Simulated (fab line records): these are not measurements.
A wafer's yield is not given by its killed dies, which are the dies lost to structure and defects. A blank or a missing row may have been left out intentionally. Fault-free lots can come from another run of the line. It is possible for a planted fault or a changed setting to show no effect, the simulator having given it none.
What tool caused it?	flow n5Finfet	66 wafers from 22 lots sampled at 6 of the route's 1938 steps

WHAT EACH GAUGE READ, for each wafer
N5_BEOL_M1_THK_MEAS_01. Usual: M1_ILD_THK gives 79.2 nm (standard deviation 1.1).
lot	measured	on	M1_ILD_THK (nm)	flag
L074	day 6 08:42	filmMetro-01	80.0 77.5 80.3	
L075	day 6 11:32	filmMetro-01	78.4 77.1 78.9	
L078	day 6 23:57	filmMetro-02	77.1 78.3 78.7	
L077	day 7 02:17	filmMetro-01	77.7 79.2 79.6	
L079	day 7 09:07	filmMetro-01	79.3 79.4 79.8	
L080	day 7 09:40	filmMetro-01	79.4 79.9 80.6	
L081	day 7 18:52	filmMetro-01	77.9 79.6 78.2	
L082	day 8 00:53	filmMetro-02	78.2 78.6 80.4	
L083	day 8 01:28	filmMetro-02	79.6 77.0 79.0	
L084	day 8 11:38	filmMetro-01	79.4 79.0 79.4	
L085	day 8 17:05	filmMetro-01	79.9 78.1 80.6	
L086	day 9 03:49	filmMetro-01	78.4 78.5 79.3	
L087	day 9 08:03	filmMetro-01	78.5 79.0 80.0	
L088	day 9 19:22	filmMetro-01	79.6 78.7 80.7	
L089	day 9 17:27	filmMetro-01	76.4 78.6 78.5	
L090	day 10 04:58	filmMetro-02	79.3 79.2 81.1	
L091	day 10 07:38	filmMetro-01	77.8 80.6 80.6	
L092	day 10 16:29	filmMetro-01	78.0 78.9 79.5	
L093	day 10 22:50	filmMetro-02	79.1 80.4 80.8	
L094	day 11 07:57	filmMetro-02	79.1 78.3 80.0	
L096	day 11 17:05	filmMetro-02	79.1 78.6 81.1	
L097	day 11 23:13	filmMetro-02	79.2 77.1 80.2	

WHICH TOOL RAN EACH LOT (tool, then ch and the chambers of the sampled wafers, then the start)
lot	N5_BEOL_M0_CUTY_ETCH_62	N5_BEOL_M0_HM_OPEN_105	N5_BEOL_M0_STRIP_104	N5_BEOL_M0_TRENCH_ETCH_107	N5_BEOL_M1_ILD_DEP_00
L074	rieDiel-03 ch 0,3, day 6 01:53	rieMetal-02 ch 0,1, day 6 04:40	rieDiel-03 ch 0,3, day 6 04:58	rieDiel-04 ch 0,2,3, day 6 05:08	pecvd-04 ch 0,2, day 6 08:38
L075	rieDiel-05 ch 0,2,3, day 6 05:44	rieMetal-02 ch 0,1, day 6 06:14	rieDiel-05 ch 0,1,3, day 6 06:26	rieDiel-03 ch 1,3, day 6 06:51	pecvd-02 ch 0,2, day 6 11:28
L078	rieDiel-05 ch 0,3, day 6 15:43	rieMetal-01 ch 0,1, day 6 18:41	rieDiel-05 ch 0,1,3, day 6 18:52	rieDiel-03 ch 0,2,3, day 6 19:05	pecvd-02 ch 1,2, day 6 23:52
L077	rieDiel-03 ch 0,1,2, day 6 20:15	rieMetal-01 ch 0,1, day 6 22:25	rieDiel-03 ch 0,3, day 6 22:36	rieDiel-04 ch 0,1,3, day 6 23:05	pecvd-03 ch 0,1,2, day 7 02:13
L079	rieDiel-03 ch 0,1,2, day 7 03:27	rieMetal-03 ch 0,1, day 7 05:20	rieDiel-03 ch 2,3, day 7 05:38	rieDiel-03 ch 0,1,2, day 7 06:02	pecvd-03 ch 0,2, day 7 09:02
L080	rieDiel-04 ch 0,2, day 7 05:23	rieMetal-01 ch 0,1, day 7 05:44	rieDiel-03 ch 0,1,3, day 7 05:57	rieDiel-03 ch 0,1,3, day 7 06:11	pecvd-03 ch 0,1, day 7 09:36
L081	rieDiel-04 ch 0,1, day 7 13:12	rieMetal-01 ch 0,1, day 7 15:20	rieDiel-04 ch 1,2, day 7 15:29	rieDiel-04 ch 0,1,2, day 7 15:39	pecvd-02 ch 1,2, day 7 18:47
L082	rieDiel-04 ch 0,2, day 7 18:19	rieMetal-01 ch 0,1, day 7 20:25	rieDiel-05 ch 0,2,3, day 7 20:43	rieDiel-03 ch 0,2,3, day 7 21:45	pecvd-02 ch 1,2, day 8 00:50
L083	rieDiel-03 ch 0,1,2, day 7 20:04	rieMetal-02 ch 0,1, day 7 21:00	rieDiel-03 ch 1,2,3, day 7 21:16	rieDiel-04 ch 0,1,2, day 7 21:50	pecvd-02 ch 0,2, day 8 01:24
L084	rieDiel-04 ch 0,1,2, day 8 07:05	rieMetal-03 ch 0,1, day 8 07:37	rieDiel-05 ch 0,2,3, day 8 07:50	rieDiel-03 ch 0,2,3, day 8 08:01	pecvd-03 ch 0,1,2, day 8 11:34
L085	rieDiel-05 ch 0,2,3, day 8 12:11	rieMetal-01 ch 0,1, day 8 12:48	rieDiel-04 ch 0,2,3, day 8 12:59	rieDiel-04 ch 0,2,3, day 8 13:09	pecvd-02 ch 1,2, day 8 17:02
L086	rieDiel-04 ch 0,1,3, day 9 00:00	rieMetal-01 ch 0,1, day 9 00:34	rieDiel-03 ch 0,2,3, day 9 00:45	rieDiel-03 ch 1,2,3, day 9 00:55	pecvd-04 ch 0,1, day 9 03:45
L087	rieDiel-03 ch 0,2, day 9 02:09	rieMetal-02 ch 0, day 9 04:02	rieDiel-05 ch 0,3, day 9 04:16	rieDiel-03 ch 0,1,3, day 9 04:26	pecvd-02 ch 0,2, day 9 07:59
L088	rieDiel-04 ch 1,3, day 9 10:25	rieMetal-03 ch 0,1, day 9 15:01	rieDiel-04 ch 0,1, day 9 15:13	rieDiel-05 ch 0,1,3, day 9 15:26	pecvd-03 ch 0,2, day 9 19:18
L089	rieDiel-05 ch 1,2, day 9 12:47	rieMetal-02 ch 0,1, day 9 13:20	rieDiel-05 ch 0,2,3, day 9 13:32	rieDiel-03 ch 0,2,3, day 9 13:56	pecvd-02 ch 2, day 9 17:22
L090	rieDiel-05 ch 0,1, day 9 21:14	rieMetal-02 ch 0, day 9 23:48	rieDiel-04 ch 0,1, day 9 23:59	rieDiel-03 ch 0,1,3, day 10 00:10	pecvd-03 ch 1,2, day 10 04:54
L091	rieDiel-03 ch 0,1, day 9 23:51	rieMetal-01 ch 0,1, day 10 03:26	rieDiel-04 ch 1,3, day 10 03:45	rieDiel-04 ch 0,3, day 10 03:55	pecvd-02 ch 0,2, day 10 07:32
L092	rieDiel-03 ch 0,1,2, day 10 11:35	rieMetal-01 ch 1, day 10 12:07	rieDiel-05 ch 1,2, day 10 12:19	rieDiel-03 ch 0,1,3, day 10 12:29	pecvd-04 ch 1,2, day 10 16:25
L093	rieDiel-03 ch 1,2,3, day 10 19:16	rieMetal-01 ch 0,1, day 10 19:36	rieDiel-04 ch 2,3, day 10 19:45	rieDiel-03 ch 0,3, day 10 19:55	pecvd-03 ch 0,2, day 10 22:46
L094	rieDiel-03 ch 0,2,3, day 11 00:20	rieMetal-03 ch 0,1, day 11 03:43	rieDiel-05 ch 0,1, day 11 03:55	rieDiel-03 ch 0,3, day 11 04:05	pecvd-04 ch 0,1,2, day 11 07:53
L096	rieDiel-05 ch 0,1,2, day 11 10:40	rieMetal-02 ch 0,1, day 11 13:37	rieDiel-03 ch 1,3, day 11 13:49	rieDiel-04 ch 0,1,2, day 11 13:59	pecvd-03 ch 0,1,2, day 11 17:01
L097	rieDiel-03 ch 1,2,3, day 11 15:22	rieMetal-01 ch 0, day 11 18:29	rieDiel-05 ch 0,1,3, day 11 18:50	rieDiel-03 ch 0,2,3, day 11 18:59	pecvd-02 ch 0,2, day 11 23:09
- N5_BEOL_M0_CUTY_ETCH_62: etches SiARC in CF4, time 58.5 s.
- N5_BEOL_M0_HM_OPEN_105: chemistry Cl2/BCl3, target TiN, target depth 12 nm.
- N5_BEOL_M0_STRIP_104: strips in N2/H2.
- N5_BEOL_M0_TRENCH_ETCH_107: etches SiOC in C4F6/O2, target depth 32.8 nm, time 16.4 s.
- N5_BEOL_M1_ILD_DEP_00: deposits SiOC from DEMS/O2, target thk 79 nm, time 15.3 s.

AS READ BY THE TOOLS THEMSELVES (means over the sampled wafers that have a number; for cases with no such wafer, the mark the record gives instead)
N5_BEOL_M0_CUTY_ETCH_62. Usual: drypumpMotorCurrentA 5.6 A, standard deviation 0.57; etchRfOnTimeS 58.4 s, standard deviation 1.3; oesProductAu 0.68 a.u., standard deviation 0.073; rfVppV 183.9 V, standard deviation 1.4; showerheadPlenumPTorr 2.12 Torr, standard deviation 0.087; throttleValvePct 15.61 %, standard deviation 0.23.
lot	tool	drypumpMotorCurrentA (A)	etchRfOnTimeS (s)	oesProductAu (a.u.)	rfVppV (V)	showerheadPlenumPTorr (Torr)	throttleValvePct (%)	flag
L074	rieDiel-03	5.4	60.0	0.67	183.3	2.02	15.65	
L075	rieDiel-05	5.3	57.9	0.70	183.4	2.11	15.58	
L078	rieDiel-05	5.0	58.4	0.68	183.1	2.07	15.48	
L077	rieDiel-03	5.5	57.7	0.72	184.0	2.13	15.62	
L079	rieDiel-03	5.5	57.9	0.72	183.9	2.13	15.62	
L080	rieDiel-04	6.2	58.9	0.67	184.5	2.21	15.48	
L081	rieDiel-04	6.4	57.7	0.73	185.9	2.26	15.40	
L082	rieDiel-04	6.0	59.4	0.62	184.3	2.17	15.54	
L083	rieDiel-03	5.5	57.9	0.70	184.8	2.13	15.64	
L084	rieDiel-04	6.1	58.6	0.67	185.2	2.21	15.45	
L085	rieDiel-05	5.3	57.8	0.68	184.2	2.10	15.62	
L086	rieDiel-04	6.2	57.1	0.76	185.3	2.26	15.44	
L087	rieDiel-03	5.0	58.4	0.76	184.2	2.09	15.39	
L088	rieDiel-04	6.0	56.7	0.79	186.4	2.26	15.47	
L089	rieDiel-05	5.9	57.8	0.69	183.5	2.11	15.80	
L090	rieDiel-05	5.6	58.3	0.68	183.7	2.08	15.69	
L091	rieDiel-03	6.0	57.7	0.62	184.7	2.16	15.94	
L092	rieDiel-03	5.5	58.4	0.68	183.6	2.12	15.68	
L093	rieDiel-03	5.5	59.4	0.65	183.8	2.09	15.73	
L094	rieDiel-03	5.2	58.7	0.69	183.3	2.05	15.57	
L096	rieDiel-05	5.7	58.0	0.66	183.2	2.09	15.72	
L097	rieDiel-03	5.5	58.6	0.64	183.0	2.09	15.73	

N5_BEOL_M0_HM_OPEN_105. Usual: drypumpMotorCurrentA 5.9 A, standard deviation 0.54; oesProductAu 0.75 a.u., standard deviation 0.11; throttleValvePct 21.9 %, standard deviation 0.43.
lot	tool	drypumpMotorCurrentA (A)	oesProductAu (a.u.)	throttleValvePct (%)	flag
L074	rieMetal-02	6.1	0.81	21.8	
L075	rieMetal-02	6.1	0.81	21.9	
L078	rieMetal-01	5.7	0.82	21.8	
L077	rieMetal-01	6.0	0.73	22.2	
L079	rieMetal-03	6.1	0.72	21.8	
L080	rieMetal-01	6.0	0.72	22.2	
L081	rieMetal-01	6.0	0.72	22.2	
L082	rieMetal-01	6.0	0.71	22.2	
L083	rieMetal-02	5.6	0.73	21.9	
L084	rieMetal-03	6.1	0.72	21.8	
L085	rieMetal-01	5.7	0.80	21.8	
L086	rieMetal-01	6.0	0.71	22.2	
L087	rieMetal-02	5.1	0.67	22.0	
L088	rieMetal-03	6.1	0.75	21.8	
L089	rieMetal-02	5.6	0.72	21.9	
L090	rieMetal-02	5.1	0.67	22.0	
L091	rieMetal-01	6.0	0.70	22.2	
L092	rieMetal-01	6.3	0.61	22.6	
L093	rieMetal-01	6.1	0.69	22.2	
L094	rieMetal-03	6.1	0.73	21.9	
L096	rieMetal-02	6.1	0.76	21.9	
L097	rieMetal-01	5.4	0.86	21.4	

N5_BEOL_M0_STRIP_104. Usual: drypumpMotorCurrentA 5.7 A, standard deviation 0.57; oesProductAu 0.81 a.u., standard deviation 0.079; rfVppV 58.9 V, standard deviation 1.7; showerheadPlenumPTorr 2.53 Torr, standard deviation 0.11; tempC 40.02 C, standard deviation 0.12; throttleValvePct 23.64 %, standard deviation 0.29.
lot	tool	drypumpMotorCurrentA (A)	oesProductAu (a.u.)	rfVppV (V)	showerheadPlenumPTorr (Torr)	tempC (C)	throttleValvePct (%)	flag
L074	rieDiel-03	5.4	0.78	58.3	2.38	39.99	23.83	
L075	rieDiel-05	5.3	0.83	59.0	2.47	40.03	23.59	
L078	rieDiel-05	5.3	0.82	57.9	2.46	39.95	23.61	
L077	rieDiel-03	5.4	0.81	60.7	2.43	40.03	23.87	
L079	rieDiel-03	5.3	0.80	57.8	2.39	40.16	23.66	
L080	rieDiel-03	5.7	0.76	58.6	2.47	40.01	23.97	
L081	rieDiel-04	5.8	0.74	58.7	2.56	39.92	23.18	
L082	rieDiel-05	5.3	0.80	58.9	2.50	39.99	23.73	
L083	rieDiel-03	5.5	0.79	60.0	2.48	39.96	23.78	
L084	rieDiel-05	5.3	0.79	59.2	2.49	40.09	23.71	
L085	rieDiel-04	6.1	0.83	57.9	2.62	39.98	23.40	
L086	rieDiel-03	5.2	0.83	58.4	2.43	39.95	23.71	
L087	rieDiel-05	4.9	0.79	57.4	2.46	40.00	23.71	
L088	rieDiel-04	6.3	0.83	59.0	2.68	40.13	23.27	
L089	rieDiel-05	5.3	0.78	59.1	2.49	40.07	23.73	
L090	rieDiel-04	6.4	0.80	59.2	2.67	39.98	23.37	
L091	rieDiel-04	6.0	0.92	60.0	2.68	39.94	23.49	
L092	rieDiel-05	5.9	0.80	58.5	2.48	39.94	23.71	
L093	rieDiel-04	5.9	0.95	57.7	2.61	40.09	23.41	
L094	rieDiel-05	5.7	0.79	58.3	2.44	39.92	23.60	
L096	rieDiel-03	5.8	0.70	57.6	2.41	39.97	23.99	
L097	rieDiel-05	5.2	0.77	58.5	2.45	40.10	23.69	

N5_BEOL_M0_TRENCH_ETCH_107. Usual: drypumpMotorCurrentA 5.7 A, standard deviation 0.56; oes_o_777_au 0.81 a.u., standard deviation 0.099; oesProductAu 0.79 a.u., standard deviation 0.093; rfVppV 665 V, standard deviation 12; showerheadPlenumPTorr 2.82 Torr, standard deviation 0.12; throttleValvePct 20.86 %, standard deviation 0.23.
lot	tool	drypumpMotorCurrentA (A)	oes_o_777_au (a.u.)	oesProductAu (a.u.)	rfVppV (V)	showerheadPlenumPTorr (Torr)	throttleValvePct (%)	flag
L074	rieDiel-04	6.1	0.75	0.75	664	2.84	20.93	
L075	rieDiel-03	6.1	0.72	0.71	657	2.83	21.10	
L078	rieDiel-03	5.2	0.86	0.86	669	2.74	20.79	
L077	rieDiel-04	6.2	0.82	0.80	658	2.90	20.83	
L079	rieDiel-03	5.5	0.85	0.82	663	2.82	20.88	
L080	rieDiel-03	5.7	0.77	0.75	660	2.77	21.00	
L081	rieDiel-04	6.1	0.81	0.79	675	2.94	20.68	
L082	rieDiel-03	5.2	0.85	0.84	670	2.73	20.80	
L083	rieDiel-04	6.1	0.81	0.80	675	2.94	20.69	
L084	rieDiel-03	5.2	0.84	0.83	670	2.73	20.81	
L085	rieDiel-04	6.1	0.82	0.82	668	2.95	20.82	
L086	rieDiel-03	5.5	0.79	0.77	664	2.78	20.93	
L087	rieDiel-03	5.7	0.75	0.74	661	2.77	21.02	
L088	rieDiel-05	5.2	0.80	0.79	652	2.75	20.87	
L089	rieDiel-03	5.2	0.84	0.82	670	2.73	20.82	
L090	rieDiel-03	5.7	0.74	0.73	660	2.76	21.03	
L091	rieDiel-04	6.2	0.89	0.89	654	3.01	20.85	
L092	rieDiel-03	5.7	0.74	0.73	660	2.76	21.04	
L093	rieDiel-03	5.4	0.79	0.78	666	2.71	20.94	
L094	rieDiel-03	5.4	0.78	0.78	666	2.71	20.93	
L096	rieDiel-04	6.1	0.86	0.86	674	2.93	20.62	
L097	rieDiel-03	5.2	0.81	0.80	669	2.72	20.84	

N5_BEOL_M1_ILD_DEP_00. Usual: heaterPowerW 471 W, standard deviation 51; showerheadPlenumPTorr 5.696 Torr, standard deviation 0.015; throttleValvePct 12.0 %, standard deviation 0.81.
lot	tool	heaterPowerW (W)	showerheadPlenumPTorr (Torr)	throttleValvePct (%)	flag
L074	pecvd-04	470	5.699	13.3	
L075	pecvd-02	469	5.698	11.5	
L078	pecvd-02	417	5.691	11.5	
L077	pecvd-03	493	5.694	12.0	
L079	pecvd-03	502	5.696	11.3	
L080	pecvd-03	459	5.688	12.8	
L081	pecvd-02	426	5.681	11.4	
L082	pecvd-02	391	5.684	11.3	
L083	pecvd-02	425	5.694	11.7	
L084	pecvd-03	493	5.695	12.2	
L085	pecvd-02	442	5.687	11.7	
L086	pecvd-04	457	5.691	12.4	
L087	pecvd-02	502	5.703	11.6	
L088	pecvd-03	500	5.703	11.3	
L089	pecvd-02	422	5.689	11.4	
L090	pecvd-03	422	5.703	12.1	
L091	pecvd-02	523	5.715	11.8	
L092	pecvd-04	486	5.684	11.7	
L093	pecvd-03	525	5.692	12.0	
L094	pecvd-04	472	5.699	12.1	
L096	pecvd-03	475	5.707	12.2	
L097	pecvd-02	495	5.708	11.8	

THE ANSWER, worked out from the rows above alone
Rule: lot off if the mean of its wafers having a number is beyond 3 standard deviations from the usual mean. A lot without any number at a reading at which 4 lots or more have one is off too. Any other lot the step has rows for is counted as sound. First the gauges in route order, then the tools' own readings, where a lot's mean is used as printed above. At the first step where some lot is off, the reading lying furthest off is the one used; lots without a number count as furthest.
No lot is off on any of the readings shown, so nothing can be concluded from this.

WHAT HAD BEEN PUT IN BY THE SIMULATOR
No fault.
